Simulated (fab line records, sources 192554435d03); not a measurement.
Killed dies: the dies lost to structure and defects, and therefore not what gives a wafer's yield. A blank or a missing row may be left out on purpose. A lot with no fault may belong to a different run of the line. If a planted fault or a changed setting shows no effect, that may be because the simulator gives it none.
One fault seen from 3 desks / flow n5Finfet / each desk holds nothing but its own numbers, with what lay behind them at the end

## TOOL OWNER'S DESK, rieSi-02
The tool's own readings at N5_PMOS_HMC_CHANNEL_EPI_FIN_RECESS_16 (chemistry HBr/Cl2, target Si, target depth 54 nm, time 18 s): means of the sampled wafers that have a number, for each lot that ran on this tool. A lot is out of limits, marked OUT, if its mean lies more than 4 standard deviations from the usual mean; the brackets give that distance.
Columns: A = chamberPressureMTorr at N5_PMOS_HMC_CHANNEL_EPI_FIN_RECESS_16, usual 9.999 mTorr; B = drypumpMotorCurrentA at N5_PMOS_HMC_CHANNEL_EPI_FIN_RECESS_16, usual 5.6 A; C = oesProductAu at N5_PMOS_HMC_CHANNEL_EPI_FIN_RECESS_16, usual 1.005 a.u.; D = throttleValvePct at N5_PMOS_HMC_CHANNEL_EPI_FIN_RECESS_16, usual 35.49 %
lot=L519; first seen here=day 2 06:15; A=9.995; B=5.9; C=1.011; D=35.24
lot=L532; first seen here=day 5 13:37; A=10.002; B=6.0; C=1.145 (+12) OUT; D=35.03
lot=L535; first seen here=day 6 07:27; A=9.996; B=5.7; C=1.071 (+5.5) OUT; D=35.10
lot=L536; first seen here=day 6 11:59; A=10.005; B=5.6; C=1.195 (+16) OUT; D=35.10
This desk's finding: out of limits on L532, L535, L536; first on L532, day 5 13:37 (oesProductAu at N5_PMOS_HMC_CHANNEL_EPI_FIN_RECESS_16). L519 stayed within limits.

## THE DEFECT DESK
Lot by lot, what the route's inspections counted, given as the mean of those sampled wafers with a number. A lot is out of limits, marked OUT, if its mean lies more than 4 standard deviations from the usual mean; the brackets give that distance.
Columns: A = rawDefectCount at N5_WELL_APT_INSPECT_10, usual 1.9
lot=L519; first seen here=day 2 02:05; A=1.0
lot=L521; first seen here=day 2 13:38; A=2.7
lot=L522; first seen here=day 2 19:54; A=2.0
lot=L532; first seen here=day 5 07:41; A=1.7
lot=L535; first seen here=day 6 03:07; A=2.7
lot=L536; first seen here=day 6 07:42; A=2.3
lot=L537; first seen here=day 6 14:05; A=2.0
lot=L539; first seen here=day 7 01:37; A=1.3
lot=L540; first seen here=day 7 10:43; A=3.0
This desk's finding: nothing out of limits on any of the 9 lots.

## AT THE METROLOGY DESK
What the gauges read, lot by lot, whatever tool the lot ran on: means of the sampled wafers that have a number. A lot is out of limits, marked OUT, if its mean lies more than 4 standard deviations from the usual mean; the brackets give that distance. Readings shown: 7 out of 25 (the first out of limits, and those lying furthest out on some lot).
Columns: A = HMC_CMP_THK at N5_PMOS_HMC_CHANNEL_EPI_THK_MEAS_22, usual 54.0 nm; B = IOFF_P_LONG at N5_BEOL_M4_RC_MEAS_101, usual 0.000102 nA/um; C = REXT_P at N5_BEOL_M4_RC_MEAS_101, usual 100.9 ohm.um; D = RS_NWELL at N5_BEOL_M4_RC_MEAS_101, usual 1037 ohm/sq; E = VT_P at N5_BEOL_M4_RC_MEAS_101, usual -251 mV; F = VT_P_LONG at N5_BEOL_M4_RC_MEAS_101, usual -277 mV; G = VT_P_LVT at N5_BEOL_M4_RC_MEAS_101, usual -99 mV
lot=L519; first seen here=day 2 08:04; A=54.3; B=0.000107; C=105.7; D=1035; E=-252; F=-275; G=-98
lot=L521; first seen here=day 2 19:21; A=53.3; B=0.000125; C=104.3; D=1041; E=-247; F=-271; G=-93
lot=L522; first seen here=day 3 01:40; A=53.4; B=0.000101; C=100.3; D=1042; E=-249; F=-278; G=-97
lot=L532; first seen here=day 5 15:26; A=57.9; B=0.000094; C=102.2; D=1056; E=-248; F=-278; G=-97
lot=L535; first seen here=day 6 09:16; A=56.2; B=0.000105; C=100.0; D=1051; E=-250; F=-276; G=-98
lot=L536; first seen here=day 6 13:47; A=59.2 (+4.7) OUT; B=-; C=-; D=1065 (+5.2) OUT; E=-; F=-; G=-
lot=L537; first seen here=day 6 20:11; A=53.9; B=0.000102; C=98.5; D=1034; E=-251; F=-277; G=-100
lot=L539; first seen here=day 7 07:50; A=52.7; B=0.000109; C=100.6; D=1035; E=-248; F=-276; G=-98
lot=L540; first seen here=day 7 16:48; A=53.5; B=0.000117; C=100.9; D=1039; E=-244; F=-272; G=-95
This desk finds L536 out of limits, with the earliest case on L536 at day 6 13:47 (HMC_CMP_THK at N5_PMOS_HMC_CHANNEL_EPI_THK_MEAS_22). L519, L521, L522, L532, L535, L537, L539, L540 stayed within limits.

## PUT TOGETHER
On L532, L535, L536, at day 5 13:37, an alarm was possible from the tool owner's desk.
L536 would have let the metrology desk raise an alarm at day 6 13:47.
No out-of-limits result turned up at the defect desk.
The defect desk has L532, L535, L536 on record, within its limits.
The metrology desk has L532, L535 on record, within its limits.
Every lot named ran N5_PMOS_HMC_CHANNEL_EPI_FIN_RECESS_16 on rieSi-02.

## WHAT THE SIMULATOR HAD INSERTED
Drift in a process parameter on rieSi-02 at N5_PMOS_HMC_CHANNEL_EPI_FIN_RECESS_16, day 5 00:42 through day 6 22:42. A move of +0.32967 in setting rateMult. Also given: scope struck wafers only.
Lots struck among those shown: L532, L535, L536.
Hours from the fault's start to each desk's first reading out of limits: the tool owner's desk, 13; the metrology desk, 37.
